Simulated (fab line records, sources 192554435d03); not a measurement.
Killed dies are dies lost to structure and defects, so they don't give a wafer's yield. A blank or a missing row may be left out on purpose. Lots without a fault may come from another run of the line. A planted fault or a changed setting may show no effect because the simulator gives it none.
Chamber matching | flow n5_finfet | N5_BEOL_M12_CMP_49 on cmp-04: 4 sister chambers
The step polishes, stops on SiOC, t overpolish 20.6 s, target thk 320 nm. 8 wafers are shown with their chamber, then 8 later ones without.

WAFERS WITH THEIR CHAMBER
wafer  | chamber | motor_current_A (A) | overpolish_run_s (s)
L078.4 | 1       | 5.2                 | 20.599
L082.2 | 3       | 6.3                 | 20.596
L082.3 | 0       | 6.5                 | 20.598
L082.5 | 3       | 6.1                 | 20.611
L090.2 | 1       | 5.2                 | 20.591
L090.3 | 2       | 6.2                 | 20.608
L090.6 | 2       | 6.1                 | 20.607
L093.3 | 0       | 6.9                 | 20.607

WAFERS WITHOUT THEIR CHAMBER
wafer  | motor_current_A (A) | overpolish_run_s (s)
L093.4 | 5.9                 | 20.590
L093.5 | 6.6                 | 20.610
L091.1 | 6.0                 | 20.601
L091.3 | 6.2                 | 20.608
L091.6 | 5.7                 | 20.618
L094.1 | 6.1                 | 20.603
L094.2 | 5.2                 | 20.595
L094.3 | 6.7                 | 20.607

WHICH CHAMBER EACH WENT THROUGH
wafer  | from the rows above          | in truth
L093.4 | can't be placed: 3 or 2 or 1 | 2
L093.5 | can't be placed: 0 or 3 or 2 | 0
L091.1 | can't be placed: 3 or 2      | 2
L091.3 | can't be placed: 2 or 3      | 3
L091.6 | can't be placed: 2 or 3 or 1 | 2
L094.1 | can't be placed: 3 or 2      | 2
L094.2 | 1                            | 1
L094.3 | 0                            | 0
Placed correctly: 2 of 8. Can't be placed from these rows: 6 (the true chamber is among the candidates in 6). Placed wrongly: 0.
How it was worked out, from the rows above alone: a wafer's distance from a chamber is the root of the sum, over the readings, of the square of ((its reading less the chamber's mean) divided by the reading's scatter). The wafer belongs to the nearest chamber; if the next one is less than 2 further off, it can't be placed. A chamber's mean is the mean of its shown wafers. The scatter: the root of (the sum of the squares of (reading less its chamber's mean) over the shown wafers, divided by (wafers less chambers)).
